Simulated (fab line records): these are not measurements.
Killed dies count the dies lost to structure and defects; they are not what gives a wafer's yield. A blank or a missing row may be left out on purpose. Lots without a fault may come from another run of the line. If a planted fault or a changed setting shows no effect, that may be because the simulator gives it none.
Matching of chambers -- flow n5_finfet -- cmp-03 running N5_STI_FIN_REVEAL_CMP_04: 4 sister chambers
The step polishes, stops on Si3N4, t overpolish 4 s, target thk 131.83 nm. 8 wafers are shown with their chamber, then 7 later ones without.

## EACH WAFER AND ITS CHAMBER
wafer,chamber,motor_current_A (A),time_to_endpoint_s (s)
L074.5,1,7.2,104
L076.3,1,7.5,105
L078.1,3,10.7,101
L082.3,2,7.9,104
L082.4,0,7.9,102
L082.5,3,10.1,102
L084.2,2,8.4,105
L084.3,0,8.2,108

## WAFERS WITHOUT THEIR CHAMBER
wafer,motor_current_A (A),time_to_endpoint_s (s)
L084.6,8.3,108
L092.1,8.0,104
L092.2,7.9,106
L092.3,7.6,112
L096.2,8.1,103
L096.4,8.3,102
L096.6,7.0,106

## EACH ONE'S CHAMBER
wafer,from the rows above,in truth
L084.6,can't be placed: 0 or 2 or 1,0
L092.1,can't be placed: 0 or 2 or 1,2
L092.2,can't be placed: 0 or 2 or 1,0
L092.3,can't be placed: 0 or 1 or 2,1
L096.2,can't be placed: 2 or 0 or 1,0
L096.4,can't be placed: 2 or 0 or 1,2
L096.6,1,1
1 of 7 placed correctly. Unplaceable from these rows: 6, with the true chamber sitting among the candidates in 6. Number placed wrongly: 0.
How it was worked out, from the rows above alone: a wafer's distance from a chamber is the root of the sum, over the readings, of the square of ((its reading less the chamber's mean) divided by the reading's scatter). If the next closest chamber is less than 2 further off than the closest, the wafer can't be placed; otherwise it belongs to the closest. For every chamber, the mean is computed from those of its wafers that are shown. How the scatter is found: for the shown wafers, subtract from each reading the mean of its chamber, square and add these, divide the total by (wafers less chambers), then take the root.
